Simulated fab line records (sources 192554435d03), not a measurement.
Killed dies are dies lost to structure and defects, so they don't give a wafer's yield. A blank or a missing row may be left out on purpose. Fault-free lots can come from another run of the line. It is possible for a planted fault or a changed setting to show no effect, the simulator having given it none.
Problem report, 8D (eight disciplines) form, completed by code    flow n5Finfet    the parts of the form that need people (team, actions taken, sign-off) are left out

== 1. WHAT IS WRONG ==
At N5_BEOL_M12_COAT_66, spinSpeedRpm averages 1648.3 rpm over 6 wafers from 2 lots, while fault-free wafers read 1500.2 rpm, standard deviation 1.2. That is +99 or more standard deviations from the usual mean.
The step: time 60 s, resist thk 110 nm.
The first sign was on wafer L451.2 at day 11 20:09, on lithoTrack-03. The record has a number at this step for 35 wafers belonging to 12 lots. Rule for "out" (also "out of limits"): further than 4 standard deviations from the usual mean. Any other wafer with a number is counted as sound.

== 2. WHAT IT IS, WHAT IT ISN'T ==
question                     is                      is not
which readings at this step  spinSpeedRpm            -
which lots                   L451, L452              L445, L453, L458, L459, L461, L462, L463, L464, L466, L468
which wafers of those lots   all that have a number  -
read on which tools          lithoTrack-03           lithoTrack-02
when                         from day 11 20:09       up to then (3 sound wafers); but 26 sound wafers of L453, L458, L459, L461, L462, L463, L464, L466, L468 came after

== 3. THE SUSPECTS, EACH WITH WHAT RULES IT OUT ==
Counting: a tool at a process step up to the reading stays a suspect if it ran every lot that is out and no sound lot after the first of them.
- pecvd-02 at N5_BEOL_M11_DEP_56 (deposits SiCN from 3MS/NH3, target thk 30 nm, time 10.5 s): ruled out as a lasting fault. Following L451 (day 11 18:50), the first lot on it that is out, the sound lots L459, L461 were run on it.
- lithoTrack-03 at N5_BEOL_M12_COAT_66 (time 60 s, resist thk 110 nm): ruled out as a lasting fault. Following L451 (day 11 20:09), the first lot on it that is out, the sound lots L462, L466 were run on it.
Left after counting: nothing in the record.

== 4. THE CAUSE (what the simulator had put in) ==
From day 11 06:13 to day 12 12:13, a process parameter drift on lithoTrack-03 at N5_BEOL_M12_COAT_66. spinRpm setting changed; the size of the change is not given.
Counting ruled it out, wrongly.

== 5. THE EFFECT CHAIN, in route order ==
Each row: a reading whose mean over the struck wafers that have a number lies more than 3 standard deviations from the usual. Readings are gone through only where the record gives a usual standard deviation; hours: the median, over the lots, of the time from a lot's start at the first step in this table giving one to that lot's start at this step; sigmas: the change measured in usual standard deviations.
hours  step                 reading       usual       on struck wafers  change  sigmas
0      N5_BEOL_M12_COAT_66  spinSpeedRpm  1500.2 rpm  1648.3            +148.1  +99 or more
The process steps in it:
- N5_BEOL_M12_COAT_66: time 60 s, resist thk 110 nm.
Later measuring or inspecting steps at which every struck wafer that the step has a row for has a number for every such reading, and none has moved that far: N5_BEOL_M12_CD_MEAS_28.

== 6. HOW IT WOULD HAVE BEEN CAUGHT EARLIER ==
In this record the first reading out of limits was taken at day 11 20:09, 14 hours after the fault began at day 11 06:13.
